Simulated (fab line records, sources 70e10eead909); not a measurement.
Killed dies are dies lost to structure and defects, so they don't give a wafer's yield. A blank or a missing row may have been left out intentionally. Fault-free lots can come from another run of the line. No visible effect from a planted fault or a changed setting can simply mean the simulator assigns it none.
Struck lot and sound lot, side by side    flow nand harc    17 steps out of a route of 1159
Sound: wafers L136.1, L136.2, L136.3. Struck: wafer L144.3. (L144.2, L144.6 of the same lot were not struck and are left out.) The cause comes at the end.
Per side, at each step with rows, come the tool, then ch with its chambers, and then its first start. Under that, the readings that differ: sound wafers    struck wafers    difference of the means    sigmas: that difference in standard deviations of wafers without a fault.
alike: a reading whose means differ by less than 2 such deviations, as well as words and numbers matching on both sides. not compared: withheld readings; readings where some wafer has no value; bounds like >300 that might hide an equal value; numbers whose values overlap and for which the record gives no deviation.
A row with sigmas, a row that says differs or no value, or rows on one side alone: a step with any of these is where the two part. When numbers do not overlap yet have no deviation, they are printed without sigmas and do not part them. A reading that every wafer of one side lacks parts them only if that side has two wafers or more.

NHARC_A_M1_INSPECT_11:
  sound on defect inspect-01 at day 20 11:34; struck on defect inspect-01 at day 21 19:49
  alike: raw defect count
then, 3 steps without rows for these wafers: NHARC_A_M1_DESCUM_14 (chemistry O2, time 3 s); NHARC_A_M1_ETCH_35 (etches the open film in N2/H2, target depth 40 nm, overetch 12 nm, time 43.94 s); NHARC_A_M1_ETCH_15 (etches the open film in C4F8/Ar, target depth 182.5 nm, time 91.2 s).
NHARC_A_M1_CD_MEAS_16:
  sound on cd sem-02 at day 20 11:55; struck on cd sem-03 at day 21 20:11
  alike: cd nm
NHARC_A_M1_STRIP_18: strips in N2/H2.
  sound on rie diel-09 ch 0,1,2, day 20 12:00; struck on rie diel-09 ch 1, day 21 20:15
reading                 sound  struck  difference  sigmas
rf hours counter h (h)  1 1 1  2       +1          
  alike: drypump motor current A, oes product au, rf vpp V, showerhead plenum p Torr, throttle valve pct
NHARC_A_M1_ETCH_28: etches the open film in CF4/N2, target depth 30 nm, time 72.99 s.
  sound on rie diel-09 ch 0,1,2; struck on rie diel-09 ch 3
  alike: drypump motor current A, oes product au, rf vpp V, showerhead plenum p Torr, throttle valve pct
  not compared: rf hours counter h
then, 1 step without rows for these wafers: NHARC_A_M1_STRIP_19 (strips in post etch residue remover, time 600 s).
NHARC_A_M1_DEGAS_29: time 60 s.
  sound on pvd sputter-02 at day 20 12:42; struck on pvd sputter-03 at day 21 20:54
  alike: heater power w
NHARC_A_M1_PRE_CLEAN_30: time 30 s.
  sound on pvd sputter-02; struck on pvd sputter-03
  alike: heater power w
NHARC_A_M1_PVD_20: deposits TaN, target thk 5 nm, time 8.06 s.
  sound on pvd sputter-02; struck on pvd sputter-03
  alike: bias v, cathode dc power W, throttle valve pct
then, 1 step without rows for these wafers: NHARC_A_M1_PVD_21 (deposits Cu, target thk 30 nm, time 20.49 s).
NHARC_A_M1_ECD_22: material Cu, target thk 400 nm.
  sound on ecd cu-02 ch 0,1, day 20 13:05; struck on ecd cu-02 ch 0,1, day 21 21:18
then, 1 step without rows for these wafers: NHARC_A_M1_ANNEAL_31 (time 90 s).
NHARC_A_M1_CMP_23: polishes, t overpolish 20 s, target thk 154.34 nm.
  sound on cmp-01 ch 1,2,3, day 20 13:50; struck on cmp-03 ch 2, day 21 21:58
reading                 sound           struck  difference  sigmas
time to endpoint s (s)  25.7 32.5 26.8  9.0     -19.3       -8
  alike: motor current A
NHARC_A_M1_THK_MEAS_24: measures by xrf.
  sound on film metro-02 at day 20 14:07; struck on film metro-01 at day 21 22:17
  alike: thk nm
NHARC_END_SORT_01:
  sound on prober-01 ch 0, day 21 19:26; struck on prober-02 ch 0, day 23 13:12
reading          sound  struck  difference  sigmas
killed at other  1 0 0  2       +2          +2
  alike: defect limited yield, killed at array, killed at periphery, killed dies, killed open, killed short, sort_bin_2_pct, sort_bin_3_pct, sort_bin_4_pct, sort n pass, sort rim yield pct, sort yield pct

## WHERE THEY PART
Last at NHARC_END_SORT_01 as far as this record goes, first at NHARC_A_M1_CMP_23.

WHY: what had been put in by the simulator
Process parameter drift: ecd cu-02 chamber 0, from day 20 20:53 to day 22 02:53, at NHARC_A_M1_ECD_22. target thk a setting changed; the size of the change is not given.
